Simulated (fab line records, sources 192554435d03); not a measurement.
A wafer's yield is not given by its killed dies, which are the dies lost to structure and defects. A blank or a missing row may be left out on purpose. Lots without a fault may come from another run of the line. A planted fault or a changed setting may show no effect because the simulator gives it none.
Matching of chambers -- flow n5Finfet -- rieDiel-01 running N5_BEOL_M5_STRIP_36: 4 sister chambers
The step strips in N2/H2. 18 wafers are shown with their chamber, then 9 later ones without.

WAFERS PAIRED WITH THEIR CHAMBERS
wafer,chamber,showerheadPlenumPTorr (Torr),throttleValvePct (%),drypumpMotorCurrentA (A)
L080.1,1,2.44,23.30,5.8
L080.4,2,2.47,23.54,4.9
L080.6,0,2.65,24.08,5.8
L079.2,2,2.47,23.55,4.9
L079.4,3,2.46,23.42,4.7
L079.5,3,2.46,23.42,4.7
L081.3,2,2.47,23.53,5.0
L081.4,1,2.44,23.36,5.8
L081.5,0,2.64,24.08,5.7
L084.4,2,2.47,23.55,5.0
L084.5,0,2.64,24.06,5.7
L084.6,1,2.43,23.34,5.8
L088.1,3,2.45,23.43,4.6
L088.4,2,2.46,23.58,5.0
L088.5,1,2.43,23.35,5.8
L090.3,2,2.46,23.58,4.9
L090.4,3,2.45,23.41,4.7
L090.6,3,2.45,23.46,4.6

SIGNATURES, as means of the wafers listed above
reading,chamber 0,chamber 1,chamber 2,chamber 3,scatter within a chamber
showerheadPlenumPTorr,2.6433,2.4350,2.4667,2.4540,0.00548
throttleValvePct,24.0733,23.3375,23.5550,23.4280,0.0207
drypumpMotorCurrentA,5.733,5.800,4.950,4.660,0.049
Rule: a wafer's distance from a chamber is the root of the sum, over the readings, of the square of ((its reading less the chamber's mean) divided by the reading's scatter). The wafer belongs to the nearest chamber; if the next one is less than 2 further off, it can't be placed. The scatter: take each reading less its chamber's mean, square it, sum over the shown wafers, divide by the number of wafers less the number of chambers, and take the root.

WAFERS MISSING THEIR CHAMBER
wafer,showerheadPlenumPTorr (Torr),throttleValvePct (%),drypumpMotorCurrentA (A)
L092.1,2.42,23.37,5.7
L092.2,2.46,23.59,5.0
L092.3,2.63,24.08,5.8
L093.1,2.63,24.14,5.8
L093.2,2.45,23.44,4.7
L093.3,2.42,23.38,5.8
L093.4,2.42,23.42,5.8
L093.5,2.45,23.46,4.7
L093.6,2.63,24.14,5.8

EACH ONE'S CHAMBER
wafer,from the rows above,in truth
L092.1,1,1
L092.2,2,2
L092.3,0,0
L093.1,0,0
L093.2,3,3
L093.3,1,1
L093.4,1,1
L093.5,3,3
L093.6,0,0
Correct placement for 9 of the 9. Left unplaced by these rows: 0. Placed wrongly: 0.
